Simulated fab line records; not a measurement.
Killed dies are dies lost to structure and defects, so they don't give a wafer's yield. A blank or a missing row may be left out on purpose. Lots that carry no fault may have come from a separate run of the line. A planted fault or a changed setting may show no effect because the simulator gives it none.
fab line records -- flow nand_harc
record: lots: 6, wafers: 18, last_day: 23
route steps=1159 shown THIN_TSV@1140 END@1159
lots that met no fault: taken from a fault-free run of the same line
start_h: the number of hours between the record's first day and the start of the first shown wafer of the lot -- wait_h: time in hours since the lot's previous step -- " identical to the entry in the row above -- L1.1+2: a row that stands for several wafers -- - no value, or no start given -- * or withheld: withheld -- < > ~ a bound
route shown NAME@n: a module of which the file shows steps, and the number in the route of the first -- usual: mean/standard deviation of fault-free wafers -- same: alike in all rows -- chamber/n: place in a boat -- sites: the reading at each site -- _std_site: their standard deviation -- _edge_site: mean of outer sites minus mean of inner sites -- radius_mm: for every site, how far away it sits from the centre of the wafer -- mask NAME#n: copy n -- behind: tool/chamber where the wafer was last shaped -- hold: the reason the lot was held/the length of the hold in hours/how it ended -- device: the transistor (n, p or np) that didn't switch -- end of line: the route-end tests of the same wafers -- a step given without rows: its recipe and nothing more -- killed: at the first sort, the dies lost to defects and structure; wafer yield is something else -- map: a wafer's dies, x killed, . not, _ none there
set.NAME: setting as actually run; set.NAME@STEP: the setting as run at that earlier step -- model.NAME: the simulator's own value behind a step, which no gauge read
lots at some steps of the route; a table a step, a row a wafer
services: a tool's chamber out of use, with start hour (start_h, from the record's first day; less than 0 if before it), hours out, and reason
== steps ==
step: NHARC_THIN_TSV_DEHYDRATE_25
recipe: temp_c: 150, time_s: 120
step: NHARC_THIN_TSV_HMDS_26
recipe: time_s: 30
step: NHARC_THIN_TSV_COAT_27
recipe: spin_rpm: *
step: NHARC_THIN_TSV_SOFTBAKE_28
recipe: temp_c: 122, time_s: 95
step: NHARC_THIN_TSV_EBR_29
step: NHARC_THIN_TSV_EXPOSE_30
recipe: na: 0.55, dose_mj: 11.47, mask_id: PAD
step: NHARC_THIN_TSV_PEB_31
recipe: peb_temp_c: 118, peb_time_s: 85
step: NHARC_THIN_TSV_DEVELOP_32
recipe: time_s: 70
step: NHARC_THIN_TSV_CD_MEAS_33
recipe: target_cd_nm: 5000, landing_energy_ev: 500
usual: cd_nm: 4999.9/1.3
lot.wafer,tool,chamber,start_h,wait_h,cd_nm
L566.1,cd_sem-02,0,443.69,-,5000.2
L566.3,cd_sem-02,0,443.69,-,4999.2
L566.5,cd_sem-02,0,443.69,-,5001.5
L567.1,cd_sem-02,0,444.88,-,5002.3
L567.3,cd_sem-02,0,444.88,-,5001.3
L567.6,cd_sem-02,0,444.88,-,5000.3
L568.2,cd_sem-03,0,446.10,-,4999.8
L568.5,cd_sem-03,0,446.10,-,4999.0
L568.6,cd_sem-03,0,446.10,-,5000.2
L579.1,cd_sem-02,0,522.88,-,5001.3
L579.2,cd_sem-02,0,522.88,-,5000.9
L579.4,cd_sem-02,0,522.88,-,4998.0
L581.2,cd_sem-02,0,533.87,-,5000.2
L581.5,cd_sem-02,0,533.87,-,4998.4
L581.6,cd_sem-02,0,533.87,-,4998.3
L582.2,cd_sem-03,0,536.60,-,4997.9
L582.4,cd_sem-03,0,536.60,-,5003.3
L582.5,cd_sem-03,0,536.60,-,5001.0
step: NHARC_THIN_TSV_HARDBAKE_34
recipe: temp_c: 125, time_s: 80
step: NHARC_THIN_TSV_DESCUM_35
recipe: time_s: 3, o2_flow_sccm: 200, ar_flow_sccm: 0, bias_power_w: 0, chemistry: O2
usual: drypump_motor_current_A: 5.7/0.31, oes_product_au: 1.003/0.012, rf_vpp_V: 57.8/0.95, showerhead_plenum_p_Torr: 1.92/0.092, throttle_valve_pct: 11.311/0.0089
lot.wafer,tool,chamber,start_h,wait_h,drypump_motor_current_A,oes_product_au,rf_hours_counter_h,rf_vpp_V,showerhead_plenum_p_Torr,throttle_valve_pct
L566.1,rie_diel-12,2,443.88,-,5.7,0.997,7,55.8,1.93,11.319
L566.3,rie_diel-12,3,443.88,-,5.7,0.996,6,59.7,2.04,11.316
L566.5,rie_diel-12,1,443.88,-,4.8,1.006,-,58.4,1.83,11.322
L567.1,rie_diel-13,3,445.04,-,5.8,0.996,12,57.5,2.05,11.322
L567.3,rie_diel-13,1,445.04,-,5.5,1.007,12,56.9,1.83,11.303
L567.6,rie_diel-13,0,445.04,-,5.6,1.003,-,55.9,1.79,11.309
L568.2,rie_diel-04,1,446.26,-,5.9,0.993,11,59.2,2.00,11.307
L568.6,rie_diel-04,1,446.26,-,5.9,1.003,-,58.1,2.00,11.308
L568.5,rie_diel-04,2,446.26,-,5.3,1.006,-,57.5,1.90,11.330
L579.1,rie_diel-13,3,523.05,-,5.8,1.025,4,58.0,2.05,11.305
L579.4,rie_diel-13,0,523.05,-,5.6,1.014,3,56.4,1.78,11.311
L579.2,rie_diel-13,1,523.05,-,5.5,1.008,4,57.1,1.83,11.320
L581.2,rie_diel-12,0,534.04,-,6.2,1.013,17,58.6,1.84,11.305
L581.5,rie_diel-12,3,534.04,-,5.7,0.996,-,57.9,2.03,11.325
L581.6,rie_diel-12,0,534.04,-,6.2,1.005,-,57.2,1.84,11.316
L582.4,rie_diel-13,2,536.77,-,6.0,1.007,5,58.3,2.04,11.312
L582.2,rie_diel-13,3,536.77,-,5.8,1.009,5,58.1,2.05,11.326
L582.5,rie_diel-13,1,536.77,-,5.5,1.006,-,58.1,1.83,11.308
step: NHARC_THIN_TSV_ETCH_59
recipe: target_depth_a: 8800, icp_w: 900, bias_w: 100, Cl2_flow_sccm: 60, bcl3_flow_sccm: 30, time_s: 138.1, chemistry: Cl2/BCl3
usual: bcl3_flow_sccm: 30.02/0.087, bias_w: 100.0/0.32, drypump_motor_current_A: 5.7/0.36, oes_product_au: 1.001/0.0077, throttle_valve_pct: 22.264/0.0088
lot.wafer,tool,chamber,start_h,wait_h,bcl3_flow_sccm,bias_w,drypump_motor_current_A,oes_product_au,rf_hours_counter_h,throttle_valve_pct
L566.1,rie_metal-01,1,444.02,0.1,29.95,99.1,5.4,0.997,2.7,22.278
L566.3,rie_metal-01,1,444.02,0.1,29.95,100.1,5.3,0.999,-,22.270
L566.5,rie_metal-01,1,444.02,0.1,29.94,100.0,5.4,0.999,-,22.270
L567.1,rie_metal-02,1,445.17,0.1,30.16,99.8,5.6,1.015,1.4,22.271
L567.3,rie_metal-02,1,445.17,0.1,30.01,99.5,5.6,1.003,-,22.274
L567.6,rie_metal-02,1,445.17,0.1,29.94,99.9,5.6,1.019,-,22.265
L568.2,rie_metal-03,1,446.42,0.2,29.90,100.1,6.3,0.996,5.1,22.284
L568.5,rie_metal-03,0,446.42,0.2,30.07,99.7,6.1,1.003,-,22.278
L568.6,rie_metal-03,1,446.42,0.2,30.03,100.2,6.3,0.996,-,22.265
L579.1,rie_metal-03,0,523.18,0.1,30.00,99.8,6.1,1.008,1.8,22.269
L579.2,rie_metal-03,1,523.18,0.1,30.09,99.9,6.3,1.006,1.8,22.251
L579.4,rie_metal-03,0,523.18,0.1,30.01,99.8,6.1,1.013,-,22.271
L581.2,rie_metal-01,1,534.19,0.1,30.02,100.2,5.4,1.007,0.3,22.274
L581.6,rie_metal-01,0,534.19,0.1,29.91,100.0,5.8,0.984,-,22.269
L581.5,rie_metal-01,1,534.19,0.1,30.02,100.1,5.4,1.006,-,22.247
L582.2,rie_metal-03,0,536.92,0.1,29.95,99.3,6.1,1.008,2.4,22.281
L582.4,rie_metal-03,0,536.92,0.1,29.93,99.8,6.1,1.005,-,22.260
L582.5,rie_metal-03,0,536.92,0.1,29.94,99.7,6.1,1.000,-,22.263
step: NHARC_THIN_TSV_ETCH_36
recipe: target_depth_a: 650, over_etch_frac: 0.3, time_s: 18.571, ion_energy_ev: 150, chemistry: Cl2/BCl3
usual: chamber_pressure_mTorr: 10.000/0.0085, drypump_motor_current_A: 5.7/0.36, oes_product_au: 1.000/0.0094
lot.wafer,tool,chamber,start_h,wait_h,chamber_pressure_mTorr,drypump_motor_current_A,oes_product_au,rf_hours_counter_h
L566.1,rie_metal-01,1,444.24,0.2,10.013,5.4,0.994,2.9
L566.3,rie_metal-01,0,444.24,0.2,9.998,5.7,0.986,-
L566.5,rie_metal-01,0,444.24,0.2,10.000,5.7,0.993,-
L567.1,rie_metal-02,0,445.43,0.2,-,-,-,-
L567.3,rie_metal-02,1,445.43,0.2,-,-,-,-
L567.6,rie_metal-02,0,445.43,0.2,-,-,-,-
L568.2,rie_metal-03,1,446.65,0.2,-,-,-,-
L568.6,rie_metal-03,1,446.65,0.2,-,-,-,-
L568.5,rie_metal-03,0,446.65,0.2,-,-,-,-
L579.1,rie_metal-03,0,523.44,0.2,9.990,6.1,0.992,1.9
L579.2,rie_metal-03,1,523.44,0.2,9.999,6.2,0.986,1.9
L579.4,rie_metal-03,1,523.44,0.2,10.012,6.2,0.991,-
L581.2,rie_metal-01,1,534.41,0.2,9.997,5.3,1.013,0.4
L581.6,rie_metal-01,1,534.41,0.2,10.007,5.4,0.999,-
L581.5,rie_metal-01,0,534.41,0.2,10.003,5.8,0.992,-
L582.2,rie_metal-03,1,537.14,0.2,10.013,6.2,0.985,2.6
L582.4,rie_metal-03,1,537.14,0.2,9.990,6.3,0.990,-
L582.5,rie_metal-03,0,537.14,0.2,9.999,6.1,1.010,-
step: NHARC_THIN_TSV_STRIP_56
recipe: power_w: 1500, temp_c: 250, chemistry: O2
usual: drypump_motor_current_A: 6.0/0.39, heater_power_w: 301/17, temp_c: 249.97/0.18
lot.wafer,tool,chamber,start_h,wait_h,drypump_motor_current_A,heater_power_w,rf_hours_counter_h,temp_c
L566.1,plasma_asher-01,0,444.39,0.1,6.2,288,58,250.07
L566.3,plasma_asher-01,0,444.39,0.1,6.2,298,-,249.50
L566.5,plasma_asher-01,1,444.39,0.1,5.3,318,-,249.79
L567.1,plasma_asher-02,0,445.57,0.1,6.4,320,25,250.05
L567.3,plasma_asher-02,1,445.57,0.1,5.8,276,-,249.99
L567.6,plasma_asher-02,0,445.57,0.1,6.4,313,-,250.02
L568.2,plasma_asher-02,1,446.79,0.1,5.8,285,26,250.07
L568.6,plasma_asher-02,0,446.79,0.1,6.4,323,-,250.01
L568.5,plasma_asher-02,1,446.79,0.1,5.8,289,-,249.80
L579.2,plasma_asher-02,1,523.54,0.1,5.8,286,55,250.00
L579.1,plasma_asher-02,0,523.54,0.1,6.4,320,55,250.13
L579.4,plasma_asher-02,1,523.54,0.1,5.8,277,-,249.94
L581.2,plasma_asher-02,0,534.56,0.1,6.4,327,59,250.19
L581.5,plasma_asher-02,1,534.56,0.1,5.8,284,-,249.92
L581.6,plasma_asher-02,0,534.56,0.1,6.4,318,-,250.00
L582.2,plasma_asher-01,0,537.29,0.1,6.1,282,25,249.96
L582.4,plasma_asher-01,1,537.29,0.1,5.3,306,-,250.38
L582.5,plasma_asher-01,0,537.29,0.1,6.1,286,-,250.11
step: NHARC_END_SORT_01
recipe: temp_c: 25
usual: defect_limited_yield: 95.6/1.4, killed_at_array: 26/9, killed_at_other: 0.8/1.2, killed_at_periphery: 3.2/2.3, killed_dies: 30/9.1, killed_open: 3.5/2, killed_short: 1.8/1.4, sort_bin_2_pct: 1.4/0.59, sort_bin_3_pct: 0.25/0.22, sort_bin_4_pct: 2.8/0.91, sort_n_pass: 647/9.1, sort_rim_yield_pct: 95.4/3, sort_yield_pct: 95.6/1.4
same: gross_dies: 677, sort_bin_5_pct[%]: 0, sort_bin_6_pct[%]: 0, sort_bin_7_pct[%]: 0, sort_bin_8_pct[%]: 0, sort_rim_n_gross: 106.00
lot.wafer,tool,chamber,start_h,wait_h,defect_limited_yield[%],killed_at_array,killed_at_other,killed_at_periphery,killed_dies,killed_open,killed_short,sort_bin_2_pct[%],sort_bin_3_pct[%],sort_bin_4_pct[%],sort_n_pass,sort_rim_yield_pct[%],sort_yield_pct[%]
L566.1,prober-02,0,454.59,2.5,95.3,28,1,3,32,1,3,1.9,0.30,2.5,645,96.2,95.3
L566.3,prober-02,0,456.19,3.1,95.6,25,1,4,30,7,2,1.9,0,2.5,647,97.2,95.6
L566.5,prober-02,0,457.78,3.7,96.8,20,0,2,22,0,2,0.7,0.30,2.2,655,99.1,96.8
L567.1,prober-01,0,454.62,2.5,0,18,655,4,677,1,0,97.9,0.15,1.9,0,0,0
L567.3,prober-01,0,456.23,3.1,0,27,648,2,677,4,8,98.1,0.30,1.6,0,0,0
L567.6,prober-01,0,458.64,4.0,0,30,646,1,677,0,0,96.5,0.44,3.1,0,0,0
L568.2,prober-02,0,463.13,2.8,0,16,661,0,677,3,0,98.7,0,1.3,0,0,0
L568.5,prober-02,0,465.51,3.7,0,25,650,2,677,6,3,97.5,0.59,1.9,0,0,0
L568.6,prober-02,0,466.31,4.0,0,20,656,1,677,5,2,97.8,0.30,1.9,0,0,0
L579.1,prober-02,0,530.83,2.5,97.8,10,0,5,15,5,1,0.7,0.44,1.0,662,97.2,97.8
L579.2,prober-02,0,531.64,2.8,98.1,7,0,6,13,1,1,0.4,0.15,1.3,664,93.4,98.1
L579.4,prober-02,0,533.26,3.4,97.8,11,1,3,15,6,1,0.6,0,1.6,662,98.1,97.8
L581.2,prober-01,0,543.56,2.8,94.5,35,2,0,37,3,2,2.7,0,2.8,640,97.2,94.5
L581.5,prober-01,0,545.97,3.7,94.2,34,2,3,39,2,0,1.3,0.59,3.8,638,97.2,94.2
L581.6,prober-01,0,546.77,4.0,93.6,39,1,3,43,3,3,1.8,1.03,3.5,634,95.3,93.6
L582.2,prober-02,0,551.33,2.8,93.8,31,0,11,42,3,0,1.8,0.30,4.1,635,98.1,93.8
L582.4,prober-02,0,552.94,3.4,95.4,25,0,6,31,2,1,1.9,0.15,2.5,646,97.2,95.4
L582.5,prober-02,0,553.74,3.7,94.2,34,0,5,39,5,1,1.5,0.15,4.1,638,99.1,94.2
killed by level:class
L566.1 A_CHANNEL_HOLE_D1:chamber_film_flake=13 A_CONTACT:chamber_film_flake=4 A_ZERO_WELL:chamber_film_flake=3 A_CHANNEL_FILL_D1:chamber_film_flake=3 A_WL_FILL:geometric_particle:short=2 A_STAIRCASE:chamber_film_flake=2 P_M0:geometric_particle:short=1 P_M1:geometric_particle:open=1
L567.1 THIN_TSV:area_etch=655 A_CHANNEL_HOLE_D1:chamber_film_flake=11 A_STAIRCASE:chamber_film_flake=3 P_GATE:chamber_film_flake=2 A_CONTACT:chamber_film_flake=2 A_CONTACT:geometric_particle:open=1 P_STI:chamber_film_flake=1 P_M0:chamber_film_flake=1
L566.3 A_CHANNEL_HOLE_D1:chamber_film_flake=12 A_CONTACT:geometric_particle:open=2 P_STI:chamber_film_flake=2 A_STAIRCASE:chamber_film_flake=2 A_CONTACT:chamber_film_flake=2 P_GATE:geometric_particle:open=1 P_M0:geometric_particle:short=1 A_SGD_CUT:geometric_particle:open=1
L567.3 THIN_TSV:area_etch=648 A_CHANNEL_HOLE_D1:chamber_film_flake=8 A_WL_FILL:geometric_particle:short=4 A_CHANNEL_FILL_D1:chamber_film_flake=4 A_CHANNEL_FILL_D1:geometric_particle:open=3 A_CONTACT:chamber_film_flake=2 P_M0:geometric_particle:short=1 A_ONON_D1:geometric_particle:short=1
L566.5 A_CHANNEL_HOLE_D1:chamber_film_flake=13 A_CONTACT:chamber_film_flake=3 A_STAIRCASE:chamber_film_flake=2 P_STI:geometric_particle:short=1 A_SLIT:geometric_particle:short=1 P_BONDPAD:chamber_film_flake=1 A_WL_FILL:chamber_film_flake=1
L567.6 THIN_TSV:area_etch=646 A_CHANNEL_HOLE_D1:chamber_film_flake=18 A_CHANNEL_FILL_D1:chamber_film_flake=5 A_WL_FILL:chamber_film_flake=3 A_CONTACT:chamber_film_flake=2 P_GATE:chamber_film_flake=1 A_SLIT:chamber_film_flake=1 A_BONDPAD:chamber_film_flake=1
L568.2 THIN_TSV:area_etch=661 A_STAIRCASE:chamber_film_flake=5 A_SLIT:chamber_film_flake=5 A_CHANNEL_HOLE_D1:chamber_film_flake=2 A_WL_FILL:geometric_particle:open=1 A_CONTACT:geometric_particle:open=1 A_BLC:geometric_particle:open=1 A_CONTACT:chamber_film_flake=1
L568.5 THIN_TSV:area_etch=649 A_SLIT:chamber_film_flake=6 A_STAIRCASE:chamber_film_flake=5 A_CONTACT:chamber_film_flake=3 A_CHANNEL_HOLE_D1:chamber_film_flake=2 P_CONTACT:geometric_particle:open=1 A_ONON_D1:geometric_particle:short=1 A_ONON_D1:geometric_particle:open=1
L568.6 THIN_TSV:area_etch=655 A_SLIT:chamber_film_flake=7 A_STAIRCASE:chamber_film_flake=5 A_CONTACT:geometric_particle:open=2 A_CHANNEL_HOLE_D1:chamber_film_flake=2 A_ONON_D1:geometric_particle:short=1 A_WL_FILL:geometric_particle:open=1 A_BLC:geometric_particle:short=1
L579.1 A_CHANNEL_HOLE_D1:chamber_film_flake=3 P_M1:chamber_film_flake=2 P_M1:geometric_particle:open=1 A_ONON_D1:geometric_particle:open=1 A_CONTACT:geometric_particle:open=1 A_CONTACT:geometric_particle:short=1 A_BLC:geometric_particle:open=1 A_M0:geometric_particle:open=1
L579.2 P_GATE:chamber_film_flake=4 A_CHANNEL_HOLE_D1:chamber_film_flake=4 A_CONTACT:chamber_film_flake=2 P_CONTACT:geometric_particle:open=1 A_WL_FILL:geometric_particle:short=1 P_M1:chamber_film_flake=1
L579.4 A_CHANNEL_HOLE_D1:chamber_film_flake=2 P_M1:chamber_film_flake=2 A_STAIRCASE:chamber_film_flake=2 P_GATE:geometric_particle:open=1 A_CHANNEL_HOLE_D1:geometric_particle:open=1 A_SGD_CUT:geometric_particle:open=1 A_WL_FILL:geometric_particle:short=1 A_WL_FILL:geometric_particle:open=1
L581.2 A_CHANNEL_HOLE_D1:chamber_film_flake=22 A_CONTACT:chamber_film_flake=4 A_CONTACT:geometric_particle:open=3 A_STAIRCASE:chamber_film_flake=3 THIN_TSV:chamber_film_flake=2 A_ONON_D1:geometric_particle:short=1 A_SGD_CUT:geometric_particle:short=1 A_M0:chamber_film_flake=1
L581.5 A_CHANNEL_HOLE_D1:chamber_film_flake=20 A_CONTACT:chamber_film_flake=6 A_STAIRCASE:chamber_film_flake=5 P_STI:chamber_film_flake=2 THIN_TSV:chamber_film_flake=2 P_GATE:geometric_particle:open=1 A_CONTACT:geometric_particle:open=1 A_WL_FILL:chamber_film_flake=1
L581.6 A_CHANNEL_HOLE_D1:chamber_film_flake=20 A_CONTACT:chamber_film_flake=9 A_STAIRCASE:chamber_film_flake=4 A_CONTACT:geometric_particle:short=2 P_STI:chamber_film_flake=2 A_ONON_D1:geometric_particle:short=1 A_CONTACT:geometric_particle:open=1 A_BLC:geometric_particle:open=1
L582.2 A_CHANNEL_HOLE_D1:chamber_film_flake=22 A_CONTACT:chamber_film_flake=5 P_ZERO_WELL:chamber_film_flake=4 P_STI:chamber_film_flake=3 A_M0:chamber_film_flake=2 P_CONTACT:geometric_particle:open=1 P_M0:geometric_particle:open=1 A_CHANNEL_FILL_D1:geometric_particle:open=1
L582.4 A_CHANNEL_HOLE_D1:chamber_film_flake=18 A_CONTACT:chamber_film_flake=3 A_CONTACT:geometric_particle:open=2 P_ZERO_WELL:chamber_film_flake=2 P_CONTACT:chamber_film_flake=2 P_M1:chamber_film_flake=2 A_M0:geometric_particle:short=1 A_M0:chamber_film_flake=1
L582.5 A_CHANNEL_HOLE_D1:chamber_film_flake=22 A_CONTACT:chamber_film_flake=5 A_CHANNEL_FILL_D1:geometric_particle:open=2 P_M1:geometric_particle:open=1 A_ONON_D1:geometric_particle:open=1 A_CHANNEL_HOLE_D1:geometric_particle:open=1 A_CHANNEL_FILL_D1:geometric_particle:short=1 P_ZERO_WELL:chamber_film_flake=1
map L567.1 (x killed, . not)
____________x____________
_________xxxxxxx_________
_______xxxxxxxxxxx_______
______xxxxxxxxxxxxx______
_____xxxxxxxxxxxxxxx_____
____xxxxxxxxxxxxxxxxx____
____xxxxxxxxxxxxxxxxx____
___xxxxxxxxxxxxxxxxxxx___
___xxxxxxxxxxxxxxxxxxx___
__xxxxxxxxxxxxxxxxxxxxx__
__xxxxxxxxxxxxxxxxxxxxx__
_xxxxxxxxxxxxxxxxxxxxxxx_
_xxxxxxxxxxxxxxxxxxxxxxx_
_xxxxxxxxxxxxxxxxxxxxxxx_
_xxxxxxxxxxxxxxxxxxxxxxx_
_xxxxxxxxxxxxxxxxxxxxxxx_
xxxxxxxxxxxxxxxxxxxxxxxxx
xxxxxxxxxxxxxxxxxxxxxxxxx
xxxxxxxxxxxxxxxxxxxxxxxxx
xxxxxxxxxxxxxxxxxxxxxxxxx
xxxxxxxxxxxxxxxxxxxxxxxxx
_xxxxxxxxxxxxxxxxxxxxxxx_
_xxxxxxxxxxxxxxxxxxxxxxx_
_xxxxxxxxxxxxxxxxxxxxxxx_
_xxxxxxxxxxxxxxxxxxxxxxx_
_xxxxxxxxxxxxxxxxxxxxxxx_
__xxxxxxxxxxxxxxxxxxxxx__
__xxxxxxxxxxxxxxxxxxxxx__
___xxxxxxxxxxxxxxxxxxx___
___xxxxxxxxxxxxxxxxxxx___
____xxxxxxxxxxxxxxxxx____
____xxxxxxxxxxxxxxxxx____
_____xxxxxxxxxxxxxxx_____
______xxxxxxxxxxxxx______
_______xxxxxxxxxxx_______
_________xxxxxxx_________
____________x____________
map L568.2 (x killed, . not)
____________x____________
_________xxxxxxx_________
_______xxxxxxxxxxx_______
______xxxxxxxxxxxxx______
_____xxxxxxxxxxxxxxx_____
____xxxxxxxxxxxxxxxxx____
____xxxxxxxxxxxxxxxxx____
___xxxxxxxxxxxxxxxxxxx___
___xxxxxxxxxxxxxxxxxxx___
__xxxxxxxxxxxxxxxxxxxxx__
__xxxxxxxxxxxxxxxxxxxxx__
_xxxxxxxxxxxxxxxxxxxxxxx_
_xxxxxxxxxxxxxxxxxxxxxxx_
_xxxxxxxxxxxxxxxxxxxxxxx_
_xxxxxxxxxxxxxxxxxxxxxxx_
_xxxxxxxxxxxxxxxxxxxxxxx_
xxxxxxxxxxxxxxxxxxxxxxxxx
xxxxxxxxxxxxxxxxxxxxxxxxx
xxxxxxxxxxxxxxxxxxxxxxxxx
xxxxxxxxxxxxxxxxxxxxxxxxx
xxxxxxxxxxxxxxxxxxxxxxxxx
_xxxxxxxxxxxxxxxxxxxxxxx_
_xxxxxxxxxxxxxxxxxxxxxxx_
_xxxxxxxxxxxxxxxxxxxxxxx_
_xxxxxxxxxxxxxxxxxxxxxxx_
_xxxxxxxxxxxxxxxxxxxxxxx_
__xxxxxxxxxxxxxxxxxxxxx__
__xxxxxxxxxxxxxxxxxxxxx__
___xxxxxxxxxxxxxxxxxxx___
___xxxxxxxxxxxxxxxxxxx___
____xxxxxxxxxxxxxxxxx____
____xxxxxxxxxxxxxxxxx____
_____xxxxxxxxxxxxxxx_____
______xxxxxxxxxxxxx______
_______xxxxxxxxxxx_______
_________xxxxxxx_________
____________x____________
== services ==
tool,chamber,start_h,hours,kind
rie_diel-04,-,427.13,1.2,repair
rie_diel-12,2,448.39,1.4,repair
plasma_asher-02,-,449.39,2.4,repair
plasma_asher-01,-,453.00,9.0,pm
rie_diel-13,-,453.00,9.0,pm
rie_metal-03,-,453.00,9.0,pm
rie_metal-03,0,453.00,9.0,vent_cycle
rie_metal-03,1,453.00,9.0,vent_cycle
rie_metal-02,1,457.24,5.4,repair
rie_metal-03,0,462.00,-,clean
rie_metal-03,1,462.00,-,clean
rie_diel-12,0,463.77,9.3,repair
rie_metal-01,1,465.44,3.0,repair
rie_diel-04,-,465.90,9.0,pm
rie_diel-04,-,477.13,0.4,repair
rie_diel-12,1,479.88,7.5,repair
rie_metal-01,-,483.21,0.3,repair
rie_metal-01,-,509.00,9.0,pm
rie_metal-01,0,509.00,9.0,vent_cycle
rie_metal-01,1,509.00,9.0,vent_cycle
rie_diel-13,0,513.87,6.6,repair
rie_diel-12,1,513.88,12.5,repair
rie_diel-12,2,514.12,6.3,repair
plasma_asher-02,-,537.31,9.0,pm
== key ==
first_sign: step: NHARC_THIN_TSV_ETCH_36, reading: tool_record, direction: missing
effect: step: NHARC_END_SORT_01, reading: killed_at_other, direction: up, sigmas: 99+, usual: 0.8, struck: 652.7
more_kills_born_at: NHARC_THIN_TSV_ETCH_36@rie_metal-03: 1965, NHARC_THIN_TSV_ETCH_36@rie_metal-02: 1949
met_at NHARC_THIN_TSV_ETCH_36
struck_wafers L567.1,L567.3,L567.6,L568.2,L568.5,L568.6
later_rows_left_out L567.1,L567.3,L567.6,L568.2,L568.5,L568.6
fault: kind: skipped_step_whole, tool: rie_metal-02,rie_metal-03, chamber: -, onset_h: 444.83, steps: NHARC_THIN_TSV_ETCH_36, scope: struck_lots_only
later_rows_left_out: the simulator's readings of these wafers behind a module that went badly wrong aren't trusted and aren't shown, but for the sort
